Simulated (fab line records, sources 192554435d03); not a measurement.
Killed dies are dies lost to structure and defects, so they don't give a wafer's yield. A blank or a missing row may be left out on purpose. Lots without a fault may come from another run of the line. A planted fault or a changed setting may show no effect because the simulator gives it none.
One fault seen from 2 desks | flow n5_finfet | each desk has only its own numbers; what lay behind them comes last

THE TOOL OWNER'S DESK: ald_metal-02
The tool's own readings at N5_BEOL_M5_ALD_86 (deposits TaN, pulse time 2 s, purge time 3 s, co reactant purge time 2 s): means of the sampled wafers that have a number, for each lot that ran on this tool. A lot is out of limits, marked OUT, if its mean lies more than 4 standard deviations from the usual mean; the brackets give that distance.
Columns: A = heater_power_w at N5_BEOL_M5_ALD_86, usual 420 W; B = mfc_carrier_sccm at N5_BEOL_M5_ALD_86, usual 1500 sccm
lot  | first seen here | A   | B
L642 | day 10 00:53    | 385 | 1504
L650 | day 12 03:02    | 415 | 1502
L655 | day 14 14:39    | 462 | 1498
L656 | day 14 15:02    | 415 | 1498
L660 | day 14 20:39    | 456 | 1496
This desk's finding: nothing out of limits on any of the 5 lots.

THE METROLOGY DESK
What the gauges read, lot by lot, whatever tool the lot ran on: means of the sampled wafers that have a number. A lot is out of limits, marked OUT, if its mean lies more than 4 standard deviations from the usual mean; the brackets give that distance. Of its 34 readings 7 are shown: the one that was out of limits first, and those that lie furthest out on some lot.
Columns: A = VT_P at N5_BEOL_M4_RC_MEAS_101, usual -251 mV; B = COMB_M13 at N5_BEOL_M15_RC_MEAS_101, usual 4.7e-12 S/m; C = COMB_M5 at N5_BEOL_M15_RC_MEAS_101, usual 3.5e-11 S/m; D = COMB_M5_max_site at N5_BEOL_M15_RC_MEAS_101, usual 5e-11 S/m; E = SERP_M13 at N5_BEOL_M15_RC_MEAS_101, usual 0.309 ohm/um; F = SERP_M14 at N5_BEOL_M15_RC_MEAS_101, usual 0.159 ohm/um; G = SERP_M6 at N5_BEOL_M15_RC_MEAS_101, usual 13.8 ohm/um
lot  | first seen here | A    | B       | C                  | D                | E     | F     | G
L642 | day 9 16:01     | -253 | 4.5e-12 | 3.6e-11            | 5e-11            | 0.307 | 0.161 | 13.8
L650 | day 11 18:16    | -252 | 7.0e-12 | 4.6e-11            | 6e-11            | 0.303 | 0.159 | 13.0
L648 | day 12 12:07    | -246 | 3.7e-12 | 3.6e-11            | 4e-11            | 0.306 | 0.154 | 14.1
L656 | day 14 03:55    | -250 | 5.0e-12 | 3.7e-11            | 7e-11            | 0.311 | 0.158 | 14.3
L655 | day 14 04:57    | -247 | 4.1e-12 | 4.8e-11            | 7e-11            | 0.311 | 0.160 | 13.7
L660 | day 14 08:31    | -254 | 5.2e-12 | 6.6e-11 (+4.2) OUT | 1e-10 (+4.3) OUT | 0.319 | 0.166 | 13.7
L664 | day 16 06:34    | -251 | 4.6e-12 | 4.2e-11            | 6e-11            | 0.314 | 0.162 | 13.8
This desk's finding: out of limits on L660; first on L660, day 18 12:22 (COMB_M5 at N5_BEOL_M15_RC_MEAS_101). In limits: L642, L650, L648, L656, L655, L664.

PUT TOGETHER
The metrology desk could have raised an alarm at day 18 12:22, on L660.
The tool owner's desk saw nothing out of limits.
The tool owner's desk has L660 on record, within its limits.
Of the lots named, all ran N5_BEOL_M5_ALD_86 on ald_metal-02.

WHAT THE SIMULATOR HAD PUT IN
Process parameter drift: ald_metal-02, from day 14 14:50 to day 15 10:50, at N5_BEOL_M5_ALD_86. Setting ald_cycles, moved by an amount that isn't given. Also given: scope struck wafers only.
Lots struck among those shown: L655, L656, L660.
Hours from the fault's start to each desk's first reading out of limits: the metrology desk, 94.
